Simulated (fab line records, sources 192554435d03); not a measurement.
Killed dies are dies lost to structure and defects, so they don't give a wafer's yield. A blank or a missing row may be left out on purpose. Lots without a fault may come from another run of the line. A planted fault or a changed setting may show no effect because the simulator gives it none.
Which tool did it? | flow n5_finfet | 12 lots, 36 wafers sampled, at 3 steps of a route of 1938

WHAT THE GAUGES READ, wafer by wafer
N5_BEOL_M4_THK_MEAS_53: measures by xrf. Usual: M4_THK 40.0 nm, standard deviation 1.2.
lot  | measured     | on            | M4_THK (nm)    | flag
L116 | day 7 11:10  | film_metro-02 | 39.5 39.5 39.5 |
L119 | day 8 10:08  | film_metro-01 | 40.1 41.6 41.4 |
L118 | day 8 12:32  | film_metro-02 | 42.2 40.8 40.5 |
L120 | day 9 05:06  | film_metro-01 | 38.9 39.1 38.9 |
L123 | day 9 12:55  | film_metro-02 | 40.1 39.6 39.2 |
L128 | day 10 16:36 | film_metro-01 | 38.7 41.3 40.4 |
L129 | day 10 19:34 | film_metro-01 | 39.9 40.0 40.3 |
L130 | day 11 15:46 | film_metro-02 | 40.1 39.4 40.0 |
L131 | day 11 17:43 | film_metro-01 | 39.7 40.5 40.0 |
L133 | day 12 08:24 | film_metro-02 | 41.4 40.4 41.9 |
L134 | day 12 18:43 | film_metro-02 | 40.4 40.2 38.3 |
L139 | day 13 09:58 | film_metro-02 | 38.9 40.7 40.3 |

WHICH TOOL RAN EACH LOT (tool, then ch and the chambers of the sampled wafers, then the start)
lot  | N5_BEOL_M4_ANNEAL_93         | N5_BEOL_M4_SPUTTER_96
L116 | pvd_sputter-02, day 7 09:31  | pvd_sputter-02, day 7 09:53
L119 | pvd_sputter-03, day 8 08:59  | pvd_sputter-03, day 8 09:21
L118 | pvd_sputter-02, day 8 11:23  | pvd_sputter-02, day 8 11:45
L120 | pvd_sputter-03, day 9 03:57  | pvd_sputter-03, day 9 04:19
L123 | pvd_sputter-01, day 9 11:41  | pvd_sputter-01, day 9 12:02
L128 | pvd_sputter-01, day 10 15:19 | pvd_sputter-01, day 10 15:41
L129 | pvd_sputter-03, day 10 18:26 | pvd_sputter-03, day 10 18:47
L130 | pvd_sputter-01, day 11 14:14 | pvd_sputter-01, day 11 14:36
L131 | pvd_sputter-01, day 11 16:25 | pvd_sputter-01, day 11 16:46
L133 | pvd_sputter-01, day 12 07:16 | pvd_sputter-01, day 12 07:37
L134 | pvd_sputter-03, day 12 17:34 | pvd_sputter-03, day 12 17:55
L139 | pvd_sputter-03, day 13 08:49 | pvd_sputter-03, day 13 09:10
- N5_BEOL_M4_ANNEAL_93: time 240 s.
- N5_BEOL_M4_SPUTTER_96: material Cu, target thk 4.5 nm, time 8.29 s.

WHAT THE TOOLS THEMSELVES READ (means of the sampled wafers that have a number; where no wafer has one, the mark that the record gives instead)
N5_BEOL_M4_ANNEAL_93. Usual: heater_power_w 869 W, standard deviation 63.
lot  | tool           | heater_power_w (W) | flag
L116 | pvd_sputter-02 | 861                |
L119 | pvd_sputter-03 | 823                |
L118 | pvd_sputter-02 | 881                |
L120 | pvd_sputter-03 | 873                |
L123 | pvd_sputter-01 | 875                |
L128 | pvd_sputter-01 | 891                |
L129 | pvd_sputter-03 | 820                |
L130 | pvd_sputter-01 | 860                |
L131 | pvd_sputter-01 | 850                |
L133 | pvd_sputter-01 | 848                |
L134 | pvd_sputter-03 | 862                |
L139 | pvd_sputter-03 | 856                |

N5_BEOL_M4_SPUTTER_96. Usual: throttle_valve_pct 30.2 %, standard deviation 0.94.
lot  | tool           | throttle_valve_pct (%) | flag
L116 | pvd_sputter-02 | 29.0                   |
L119 | pvd_sputter-03 | 29.8                   |
L118 | pvd_sputter-02 | 29.1                   |
L120 | pvd_sputter-03 | 30.4                   |
L123 | pvd_sputter-01 | 31.5                   |
L128 | pvd_sputter-01 | 31.3                   |
L129 | pvd_sputter-03 | 29.7                   |
L130 | pvd_sputter-01 | 31.0                   |
L131 | pvd_sputter-01 | 30.4                   |
L133 | pvd_sputter-01 | 30.6                   |
L134 | pvd_sputter-03 | 30.5                   |
L139 | pvd_sputter-03 | 30.5                   |

THE ANSWER, worked out from the rows above alone
Rule: a lot is off if the mean of its wafers that have a number lies more than 3 standard deviations from the usual mean. A lot without any number at a reading at which 4 lots or more have one is off too. The other lots that the step has rows for count as sound. The gauges are gone through in route order, then the tools' own readings, and for those a lot's mean is taken as printed above. The first step at which some lot is off is used, and at that step the reading that is off furthest; a lot without a number counts as furthest.
No lot is off at any reading shown: from this, nothing can be told.

WHAT THE SIMULATOR HAD PUT IN
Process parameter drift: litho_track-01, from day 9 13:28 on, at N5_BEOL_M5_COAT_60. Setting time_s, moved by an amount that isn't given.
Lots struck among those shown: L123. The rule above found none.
